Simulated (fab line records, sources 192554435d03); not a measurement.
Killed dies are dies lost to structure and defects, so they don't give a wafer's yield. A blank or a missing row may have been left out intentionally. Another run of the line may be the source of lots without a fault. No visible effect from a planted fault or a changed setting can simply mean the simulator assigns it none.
Chamber matching | flow n5Finfet | aldSin-04 running N5_STI_FIN_REVEAL_ALD_14: 4 sister chambers
The step deposits Si3N4, target thk 3 nm. 16 wafers are shown with their chamber, then 8 later ones without.

== WAFERS WITH THEIR CHAMBER ==
wafer  | chamber | heaterPowerW (W) | heaterPowerOuterW (W)
L078.1 | 1       | 857              | 518
L078.5 | 0       | 628              | 378
L078.6 | 3       | 710              | 475
L083.2 | 2       | 1013             | 643
L083.3 | 1       | 859              | 522
L083.6 | 1       | 855              | 521
L085.2 | 2       | 1008             | 650
L085.3 | 3       | 696              | 470
L085.4 | 1       | 846              | 521
L087.2 | 2       | 1012             | 651
L087.3 | 3       | 700              | 451
L087.5 | 1       | 872              | 526
L088.2 | 3       | 710              | 451
L088.3 | 2       | 1002             | 661
L088.5 | 3       | 700              | 454
L091.1 | 1       | 858              | 522

SIGNATURES (means of the wafers above)
reading           | chamber 0 | chamber 1 | chamber 2 | chamber 3 | scatter within a chamber
heaterPowerW      | 628.00    | 857.83    | 1008.75   | 703.20    | 7.01
heaterPowerOuterW | 378.00    | 521.67    | 651.25    | 460.20    | 7.75
Rule: a wafer's distance from a chamber is the root of the sum, over the readings, of the square of ((its reading less the chamber's mean) divided by the reading's scatter). If the next closest chamber is less than 2 further off than the closest, the wafer can't be placed; otherwise it belongs to the closest. How the scatter is found: for the shown wafers, subtract from each reading the mean of its chamber, square and add these, divide the total by (wafers less chambers), then take the root.

== WAFERS WITHOUT THEIR CHAMBER ==
wafer  | heaterPowerW (W) | heaterPowerOuterW (W)
L091.3 | 647              | 380
L091.6 | 862              | 533
L093.3 | 1023             | 663
L093.5 | 862              | 526
L093.6 | 643              | 380
L097.1 | 846              | 526
L097.2 | 1001             | 670
L097.6 | 877              | 522

== WHICH CHAMBER EACH ONE RAN IN ==
wafer  | from the rows above | in truth
L091.3 | 0                   | 0
L091.6 | 1                   | 1
L093.3 | 2                   | 2
L093.5 | 1                   | 1
L093.6 | 0                   | 0
L097.1 | 1                   | 1
L097.2 | 2                   | 2
L097.6 | 1                   | 1
8 of 8 placed correctly. Not placeable from these rows: 0. Wrongly placed: 0.
